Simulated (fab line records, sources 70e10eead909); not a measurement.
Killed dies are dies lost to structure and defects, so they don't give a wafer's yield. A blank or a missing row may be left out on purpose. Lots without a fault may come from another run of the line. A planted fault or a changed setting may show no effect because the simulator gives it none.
A struck lot beside a sound one | flow nand_harc | 13 steps out of a route of 1159
Sound: wafers L610.2, L610.3, L610.6. Struck: wafers L627.2, L627.4, L627.6. The cause comes at the end.
At each step with rows: each side's tool, then ch and its chambers, then its first start. Under that, the readings that differ: sound wafers | struck wafers | difference of the means | sigmas: that difference in standard deviations of wafers without a fault.
alike: readings whose means differ by less than 2 such deviations, and words and numbers that are the same on both sides. not compared: withheld readings, readings that some wafer has no value for, bounds like >300 that may hide the same value, and numbers for which the record gives no deviation and whose values overlap.
The two part at a step that has a row with sigmas, a row that says differs or no value, or rows on one side only. Numbers that don't overlap but have no deviation are shown without sigmas and don't part them. A reading that every wafer of one side lacks parts them only if that side has two wafers or more.

NHARC_A_ZERO_WELL_INSPECT_17:
  sound on defect_inspect-02, day 7 16:22; struck on defect_inspect-02, day 12 00:05
  alike: raw_defect_count
then, 3 steps without rows for these wafers: NHARC_A_SOURCE_PLATE_PRECLEAN_00 (cleans in HF-LAST, time 60 s); NHARC_A_SOURCE_PLATE_SRD_01; NHARC_A_SOURCE_PLATE_OXIDE_02 (material SiO2, target thk 10 nm, ox time 1362 s).
NHARC_A_SOURCE_PLATE_THK_MEAS_09: measures by ellipsometry.
  sound on film_metro-02, day 7 23:24; struck on film_metro-01, day 12 07:19
  alike: thk_nm
then, 3 steps without rows for these wafers: NHARC_A_SOURCE_PLATE_PVD_04 (deposits WSi2, target thk 50 nm); NHARC_A_SOURCE_PLATE_CVD_03 (deposits poly-Si, target thk 200 nm, time 4000 s); NHARC_A_SOURCE_PLATE_ANNEAL_05 (time 1800 s).
NHARC_A_SOURCE_PLATE_THK_MEAS_06: measures by ellipsometry.
  sound on film_metro-02, day 8 12:32; struck on film_metro-02, day 12 20:35
  alike: thk_nm
NHARC_A_SOURCE_PLATE_INSPECT_08:
  sound on defect_inspect-01, day 8 12:35; struck on defect_inspect-02, day 12 20:38
  alike: raw_defect_count
NHARC_A_ONON_D1_DEP_00: target thk 1000 nm.
  sound on pecvd_onon-04 ch 0, day 8 12:43; struck on pecvd_onon-04 ch 0, day 12 20:46
  alike: sih4_flow_sccm
NHARC_A_ONON_D1_THK_MEAS_02: measures by ellipsometry.
  sound on film_metro-02, day 8 13:10; struck on film_metro-01, day 12 21:23
  reading     | sound          | struck         | difference | sigmas
  thk_nm (nm) | 1014 1014 1014 | 1466 1467 1466 | +452       | +38
  not compared: hold
-- the record jumps here: 14 days lie between the struck wafers' starts before and after (it left off in module A_ONON_D1 and takes up again in module END, whose first step shown is number 1159 of the route) --
NHARC_END_SORT_01:
  the record has rows for the struck wafers here (prober-01 ch 0, day 26 16:26) and none for the sound ones

WHERE THEY PART
First at NHARC_A_ONON_D1_THK_MEAS_02; last, within this record, at NHARC_END_SORT_01.

WHY: what the simulator had put in
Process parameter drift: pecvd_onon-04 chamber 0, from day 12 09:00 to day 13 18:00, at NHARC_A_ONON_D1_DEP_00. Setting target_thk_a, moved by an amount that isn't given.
